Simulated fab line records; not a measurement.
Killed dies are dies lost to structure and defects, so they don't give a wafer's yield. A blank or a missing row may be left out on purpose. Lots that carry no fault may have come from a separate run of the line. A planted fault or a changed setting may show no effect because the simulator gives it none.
fab line records -- flow n5_finfet
[record] lots = 10, wafers = 29, last_day = 19
route steps=1938 shown HKMG_FIN@454 GATE_CUT@466
lots that met no fault: taken from a fault-free run of the same line
start_h: hours from the record's opening day to when the first of the lot's shown wafers began -- wait_h: time in hours since the lot's previous step -- " as in the row above -- L1.1+2: several wafers, shown together as one row -- - value missing, or start not given -- * or withheld: withheld -- < > ~ a bound
route shown NAME@n: NAME is a module with steps in the file, n the number in the route of the first one -- usual: the fault-free wafers' mean and standard deviation -- same: alike in all rows -- chamber/n: place in a boat -- sites: each site's reading -- _std_site: how widely they spread, as a standard deviation -- _edge_site: the outer-site mean with the inner-site mean subtracted -- radius_mm: for every site, how far away it sits from the centre of the wafer -- mask NAME#n: copy n -- behind: the tool/chamber that last shaped the wafer -- hold: why the lot went on hold/how many hours it stayed there/how the hold came to an end -- device: the transistor (n, p or np) that didn't switch -- end of line: tests run on the same wafers once the route is complete -- for a step that has no rows: nothing shown but its recipe -- killed: the dies lost at the first sort to structure and to defects; this is not the yield of the wafer -- map: shows each die of a wafer: x if killed, . if not, _ if none is there
set.NAME: the setting the step ran with; set.NAME@STEP: the setting that earlier step ran with -- model.NAME: the simulator's own value behind a step, which no gauge read
the route's steps for a sample of lots (tables are steps, rows are wafers)
services: the hour from which a tool's chamber was out of use, counted from the record's first day as start_h (under 0 if before that day), plus the number of hours and why
[[steps]]
[step N5_HKMG_FIN_ETCHBACK_68]
[recipe] chemistry = Cl2/Ar, stop_on = HfO2, target_depth_a = 5, pressure_mtorr = 10, icp_w = 600, bias_w = 60, Cl2_flow_sccm = 40, Ar_flow_sccm = 60
[usual] chamber_pressure_mTorr = 9.999/0.0098, drypump_motor_current_A = 5.9/0.52, oes_product_au = 0.77/0.086, throttle_valve_pct = 20.84/0.2
lot.wafer,tool,chamber,start_h,wait_h,chamber_pressure_mTorr,drypump_motor_current_A,oes_product_au,rf_hours_counter_h,throttle_valve_pct
L739.2,rie_metal-03,1,85.17,0.0,10.003,5.2,0.66,90,20.74
L739.4,rie_metal-03,1,85.17,0.0,9.988,5.2,0.66,-,20.74
L739.6,rie_metal-03,1,85.17,0.0,10.002,5.2,0.66,-,20.75
L741.1,rie_metal-01,0,95.25,0.0,9.997,6.2,0.77,43,20.81
L741.4,rie_metal-01,0,95.25,0.0,9.992,6.2,0.77,-,20.81
L741.6,rie_metal-01,0,95.25,0.0,10.002,6.2,0.77,-,20.80
L743.2,rie_metal-01,0,113.95,0.0,9.991,6.2,0.76,44,20.80
L743.3,rie_metal-01,0,113.95,0.0,9.992,6.2,0.76,-,20.82
L743.5,rie_metal-01,0,113.95,0.0,10.003,6.2,0.75,-,20.83
L745.1,rie_metal-03,0,120.99,0.0,10.000,5.0,0.71,69,20.67
L745.2,rie_metal-03,1,120.99,0.0,10.010,5.2,0.65,93,20.76
L745.6,rie_metal-03,1,120.99,0.0,10.019,5.2,0.65,-,20.75
L746.1,rie_metal-01,0,125.54,0.0,10.012,6.2,0.75,45,20.81
L746.4,rie_metal-01,1,125.54,0.0,10.000,5.6,0.90,-,21.08
L746.5,rie_metal-01,1,125.54,0.0,10.017,5.6,0.90,-,21.07
L750.1,rie_metal-01,1,156.59,0.0,10.003,5.6,0.88,9,21.07
L750.3,rie_metal-01,0,156.59,0.0,9.998,6.2,0.76,-,20.82
L750.5,rie_metal-01,0,156.59,0.0,10.008,6.2,0.76,-,20.81
L756.2,rie_metal-02,0,184.29,0.0,10.000,6.4,0.69,67,21.03
L756.5,rie_metal-02,1,184.29,0.0,9.995,6.3,0.80,-,20.51
L759.2,rie_metal-01,0,205.66,0.0,9.988,6.2,0.74,51,20.83
L759.5,rie_metal-01,1,205.66,0.0,9.996,5.6,0.87,-,21.09
L759.6,rie_metal-01,0,205.66,0.0,9.994,6.2,0.74,-,20.83
L760.1,rie_metal-03,0,210.84,0.0,9.992,4.9,0.70,77,20.67
L760.2,rie_metal-03,1,210.84,0.0,10.019,5.2,0.64,100,20.78
L760.5,rie_metal-03,0,210.84,0.0,9.985,4.9,0.70,-,20.68
L761.3,rie_metal-02,0,218.67,0.1,9.993,6.5,0.68,-,21.06
L761.4,rie_metal-02,1,218.67,0.1,10.010,6.3,0.80,-,20.51
L761.5,rie_metal-02,0,218.67,0.1,9.988,6.5,0.68,-,21.06
[step N5_GATE_CUT_ETCH_56]
[recipe] chemistry = Cl2/Ar, target = TiN, target_depth_a = 216, pressure_mtorr = 10, icp_w = 600, bias_w = 60, Cl2_flow_sccm = 40, Ar_flow_sccm = 60
[usual] chamber_pressure_mTorr = 9.999/0.0098, drypump_motor_current_A = 5.9/0.58, oes_product_au = 0.76/0.086, throttle_valve_pct = 20.79/0.21
lot.wafer,tool,chamber,start_h,wait_h,chamber_pressure_mTorr,drypump_motor_current_A,oes_product_au,rf_hours_counter_h,throttle_valve_pct
L739.2,rie_metal-02,1,87.10,0.1,9.998,6.3,0.84,24,20.48
L739.4,rie_metal-02,1,87.10,0.1,9.992,6.3,0.85,-,20.47
L739.6,rie_metal-02,1,87.10,0.1,9.994,6.3,0.85,-,20.47
L741.1,rie_metal-02,1,97.20,0.1,10.004,6.3,0.85,24,20.44
L741.4,rie_metal-02,0,97.20,0.1,9.993,6.4,0.72,-,21.00
L741.6,rie_metal-02,1,97.20,0.1,10.015,6.3,0.86,-,20.46
L743.2,rie_metal-02,1,115.87,0.1,9.991,6.3,0.84,25,20.49
L743.3,rie_metal-02,1,115.87,0.1,9.987,6.3,0.85,-,20.48
L743.5,rie_metal-02,1,115.87,0.1,10.016,6.3,0.85,-,20.47
L745.1,rie_metal-03,0,122.92,0.1,9.997,5.0,0.71,70,20.65
L745.2,rie_metal-03,1,122.92,0.1,9.986,5.2,0.66,93,20.74
L745.6,rie_metal-03,0,122.92,0.1,9.994,4.9,0.71,-,20.65
L746.1,rie_metal-02,0,127.47,0.1,10.017,6.4,0.71,61,21.03
L746.4,rie_metal-02,1,127.47,0.1,10.007,6.3,0.84,-,20.49
L746.5,rie_metal-02,0,127.47,0.1,10.001,6.5,0.70,-,21.02
L750.1,rie_metal-02,1,158.51,0.1,10.000,6.4,0.83,29,20.50
L750.3,rie_metal-02,0,158.51,0.1,10.009,6.4,0.69,-,21.03
L750.5,rie_metal-02,1,158.51,0.1,9.987,6.3,0.82,-,20.49
L756.2,rie_metal-02,1,186.22,0.1,9.991,6.3,0.82,32,20.47
L756.5,rie_metal-02,1,186.22,0.1,9.991,6.4,0.82,-,20.49
L759.2,rie_metal-03,1,207.58,0.1,10.017,5.2,0.64,100,20.78
L759.5,rie_metal-03,1,207.58,0.1,9.989,5.2,0.65,-,20.75
L759.6,rie_metal-03,0,207.58,0.1,10.005,5.0,0.70,-,20.64
L760.1,rie_metal-02,1,212.76,0.1,10.014,6.3,0.81,35,20.50
L760.2,rie_metal-02,0,212.76,0.1,9.986,6.4,0.68,69,21.04
L760.5,rie_metal-02,1,212.76,0.1,10.003,6.3,0.81,-,20.51
L761.3,rie_metal-03,1,220.79,0.1,10.016,5.2,0.64,-,20.77
L761.4,rie_metal-03,0,220.79,0.1,10.011,5.0,0.69,-,20.67
L761.5,rie_metal-03,1,220.79,0.1,9.988,5.2,0.64,-,20.78
[step N5_GATE_CUT_STRIP_59]
[recipe] chemistry = N2/H2, time_s = 20, power_w = 100, temp_c = 40, pressure_mtorr = 100, rf_frequency_hz = 6e+07, bias_power_w = 3, n2_flow_sccm = 300, h2_flow_sccm = 300
[usual] chamber_pressure_mTorr = 99.99/0.1, drypump_motor_current_A = 5.6/0.54, oes_product_au = 0.78/0.076, rf_vpp_V = 45.3/0.99, showerhead_plenum_p_Torr = 3.39/0.11, throttle_valve_pct = 12.28/0.23
[same] time_s = 20
lot.wafer,tool,chamber,start_h,wait_h,chamber_pressure_mTorr,drypump_motor_current_A,oes_product_au,rf_hours_counter_h,rf_vpp_V,showerhead_plenum_p_Torr,throttle_valve_pct
L739.2,rie_diel-04,0,87.37,0.1,100.15,5.3,0.77,125,45.4,3.40,11.93
L739.4,rie_diel-04,2,87.37,0.1,100.06,5.1,0.73,168,45.0,3.22,12.19
L739.6,rie_diel-04,3,87.37,0.1,100.06,4.9,0.78,-,47.8,3.50,12.26
L741.1,rie_diel-03,3,97.47,0.1,99.88,6.3,0.70,233,44.6,3.31,12.64
L741.4,rie_diel-03,2,97.47,0.1,100.08,6.1,0.72,208,45.7,3.47,12.29
L741.6,rie_diel-03,0,97.47,0.1,99.89,4.9,0.79,-,45.2,3.26,12.45
L743.2,rie_diel-04,2,116.15,0.1,99.96,5.1,0.72,175,44.4,3.22,12.20
L743.3,rie_diel-04,3,116.15,0.1,100.04,4.9,0.77,150,43.7,3.50,12.29
L743.5,rie_diel-04,0,116.15,0.1,100.21,5.3,0.76,-,46.1,3.40,11.97
L745.1,rie_diel-03,1,123.19,0.1,99.94,6.1,0.74,139,44.8,3.38,12.38
L745.2,rie_diel-03,3,123.19,0.1,99.92,6.3,0.69,240,44.5,3.31,12.64
L745.6,rie_diel-03,0,123.19,0.1,99.82,4.9,0.79,-,43.3,3.26,12.48
L746.1,rie_diel-04,0,127.74,0.1,99.92,5.3,0.76,136,45.2,3.40,11.95
L746.4,rie_diel-04,2,127.74,0.1,100.03,5.1,0.73,178,43.8,3.21,12.22
L746.5,rie_diel-04,3,127.74,0.1,99.87,4.9,0.77,-,45.7,3.49,12.30
L750.1,rie_diel-04,2,158.79,0.1,100.02,5.1,0.71,188,43.6,3.21,12.24
L750.3,rie_diel-04,3,158.79,0.1,100.11,4.9,0.75,163,45.7,3.49,12.32
L750.5,rie_diel-04,0,158.79,0.1,99.82,5.3,0.75,-,43.3,3.39,11.99
L756.2,rie_diel-03,0,186.53,0.1,100.01,4.9,0.76,160,44.1,3.24,12.53
L756.5,rie_diel-03,0,186.53,0.1,99.99,4.9,0.77,-,46.4,3.24,12.53
L759.2,rie_diel-03,2,207.86,0.1,100.08,6.2,0.69,247,44.3,3.45,12.37
L759.5,rie_diel-03,2,207.86,0.1,99.99,6.1,0.69,-,45.5,3.45,12.37
L759.6,rie_diel-03,1,207.86,0.1,100.01,6.0,0.71,-,43.6,3.36,12.45
L760.1,rie_diel-04,2,213.09,0.1,99.93,5.1,0.71,203,46.4,3.20,12.28
L760.2,rie_diel-04,0,213.09,0.1,100.07,5.3,0.74,160,46.0,3.38,12.03
L760.5,rie_diel-04,0,213.09,0.1,99.91,5.3,0.74,-,45.5,3.38,12.04
L761.3,rie_diel-03,1,221.04,0.1,99.98,6.0,0.72,176,45.4,3.36,12.47
L761.4,rie_diel-03,0,221.04,0.1,100.02,4.9,0.76,-,45.3,3.24,12.54
L761.5,rie_diel-03,1,221.04,0.1,99.97,6.0,0.71,-,45.4,3.36,12.47
[step N5_GATE_CUT_PECVD_57]
[recipe] material = SiNx, target_thk_a = 210, temp_c = 400, precursor = SiH4/NH3/N2, pressure_torr = 1.5, rf_w = 300
[usual] heater_power_w = 728/95, showerhead_plenum_p_Torr = 5.13/0.066, throttle_valve_pct = 39.7/2.4
lot.wafer,tool,chamber,start_h,wait_h,heater_power_w,showerhead_plenum_p_Torr,throttle_valve_pct
L739.2,pecvd-03,1,89.78,1.1,718,5.21,38.1
L739.4,pecvd-03,1,89.78,1.1,714,5.23,38.3
L739.6,pecvd-03,2,89.78,1.1,751,5.18,36.9
L741.1,pecvd-04,2,101.32,1.1,582,5.16,37.2
L741.4,pecvd-04,0,101.32,1.1,581,5.02,36.7
L741.6,pecvd-04,1,101.32,1.1,906,5.08,42.2
L743.2,pecvd-03,0,118.85,1.1,766,5.09,40.4
L743.3,pecvd-03,1,118.85,1.1,732,5.24,38.3
L743.5,pecvd-03,1,118.85,1.1,744,5.24,38.1
L745.1,pecvd-04,1,125.60,1.1,869,5.10,42.2
L745.2,pecvd-04,2,125.60,1.1,645,5.16,37.3
L745.6,pecvd-04,2,125.60,1.1,656,5.15,37.3
L746.1,pecvd-01,2,130.16,1.1,763,5.18,42.3
L746.4,pecvd-01,0,130.16,1.1,798,5.20,40.1
L746.5,pecvd-01,1,130.16,1.1,724,5.11,43.3
L750.1,pecvd-01,2,161.19,1.1,748,5.16,42.6
L750.3,pecvd-01,0,161.19,1.1,793,5.21,40.1
L750.5,pecvd-01,0,161.19,1.1,793,5.20,40.1
L756.2,pecvd-01,0,188.94,1.1,885,5.21,40.2
L756.5,pecvd-01,1,188.94,1.1,652,5.12,43.4
L759.2,pecvd-01,1,210.27,1.1,764,5.12,43.3
L759.5,pecvd-01,1,210.27,1.1,743,5.12,43.4
L759.6,pecvd-01,0,210.27,1.1,806,5.21,40.6
L760.1,pecvd-03,0,215.69,1.1,777,5.09,41.1
L760.2,pecvd-03,2,215.69,1.1,768,5.19,37.4
L760.5,pecvd-03,1,215.69,1.1,710,5.22,38.3
L761.3,pecvd-04,1,223.89,1.1,856,5.09,42.1
L761.4,pecvd-04,1,223.89,1.1,853,5.09,42.2
L761.5,pecvd-04,2,223.89,1.1,694,5.17,37.4
[step N5_GATE_CUT_CMP_02]
[recipe] stop_on = SiO2, t_overpolish_s = 12.7, post_cmp_clean = alkaline_brush, down_force_psi = 2.5, platen_rpm = 51.8, pad_velocity_m_s = 1.0307, target_thk_nm = 0
[usual] motor_current_A = 9.6/0.98, time_to_endpoint_s = 26.0/2.4
lot.wafer,tool,chamber,start_h,wait_h,motor_current_A,time_to_endpoint_s
L739.4,cmp-03,2,89.89,0.1,9.0,24.3
L739.2,cmp-03,3,89.89,0.1,7.2,26.4
L739.6,cmp-03,1,89.89,0.1,9.8,28.0
L741.4,cmp-04,1,101.44,0.1,9.3,27.8
L741.1,cmp-04,3,101.44,0.1,11.0,27.9
L741.6,cmp-04,1,101.44,0.1,9.4,28.5
L743.3,cmp-02,1,118.96,0.1,9.9,29.7
L743.2,cmp-02,2,118.96,0.1,8.9,24.5
L743.5,cmp-02,1,118.96,0.1,9.8,28.1
L745.1,cmp-04,0,125.68,0.1,9.3,20.5
L745.2,cmp-04,1,125.68,0.1,8.5,23.4
L745.6,cmp-04,0,125.68,0.1,9.5,22.6
L746.4,cmp-02,0,130.23,0.0,11.2,28.6
L746.1,cmp-02,3,130.23,0.0,9.1,26.4
L746.5,cmp-02,0,130.23,0.0,11.9,29.1
L750.3,cmp-04,3,161.34,0.1,10.9,26.3
L750.1,cmp-04,0,161.34,0.1,9.8,21.8
L750.5,cmp-04,2,161.34,0.1,10.2,24.8
L756.2,cmp-04,0,189.09,0.1,10.0,36.3
L756.5,cmp-04,3,189.09,0.1,11.5,26.3
L759.2,cmp-04,0,210.48,0.2,9.2,36.1
L759.6,cmp-04,1,210.48,0.2,9.6,28.8
L759.5,cmp-04,2,210.48,0.2,10.7,23.8
L760.1,cmp-04,0,215.84,0.1,9.5,22.7
L760.2,cmp-04,1,215.84,0.1,9.3,23.7
L760.5,cmp-04,2,215.84,0.1,10.4,24.0
L761.3,cmp-03,2,225.17,1.3,8.9,26.2
L761.4,cmp-03,1,225.17,1.3,9.9,30.4
L761.5,cmp-03,3,225.17,1.3,7.5,28.7
[[services]]
tool,chamber,start_h,hours,kind
rie_diel-03,1,70.57,13.5,repair
rie_diel-04,2,71.52,4.8,repair
cmp-04,-,79.93,5.5,repair
pecvd-03,-,84.72,2.8,pm
cmp-03,-,89.40,0.2,repair
pecvd-03,1,121.21,3.7,repair
pecvd-04,-,128.28,5.5,pm
cmp-04,-,129.99,4.7,pm
cmp-02,-,130.92,1.4,repair
cmp-02,-,142.79,4.0,pm
pecvd-01,2,145.14,11.9,repair
cmp-04,-,150.54,5.1,repair
rie_diel-03,3,153.55,-,clean
rie_diel-03,3,153.55,-,consumable_replace:focus_ring
rie_diel-03,0,154.99,7.7,repair
rie_diel-04,-,174.46,15.6,pm
rie_diel-03,0,196.77,6.4,repair
pecvd-03,-,199.47,0.3,repair
rie_diel-04,3,200.90,12.8,repair
rie_metal-03,-,206.56,0.5,repair
cmp-02,-,207.76,20.2,pm
rie_diel-04,2,216.19,9.9,repair
cmp-03,-,222.93,2.0,repair
cmp-04,-,223.35,3.7,repair
[[key]]
[first_sign] step = N5_GATE_CUT_CMP_02, reading = time_to_endpoint_s, direction = up, sigmas = 4.3, usual = *, struck = *
effect none on later readings
met_at N5_GATE_CUT_PECVD_57
struck_lots L756,L759
struck_wafers L756.2,L759.2
tester_left_out L756,L759
not_acting_at N5_HKMG_FIN_ETCHBACK_68,N5_GATE_CUT_ETCH_56,N5_GATE_CUT_STRIP_59
onset_between 161.19 188.94
[fault] kind = process_parameter_drift, tool = pecvd-01, chamber = -, onset_h = 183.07, steps = N5_GATE_CUT_PECVD_57, channel = target_thk_a, offset = *, shape = step, end_h = 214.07, scope = struck_wafers_only, acts_in = *, stated = *
// tester_left_out: of these lots the tester's yield and bins aren't shown, on N5 and GAA mostly nor the transistor test; their killed dies are dies lost to structure and defects alone, not to doping, threshold or leakage, so they don't give the yield
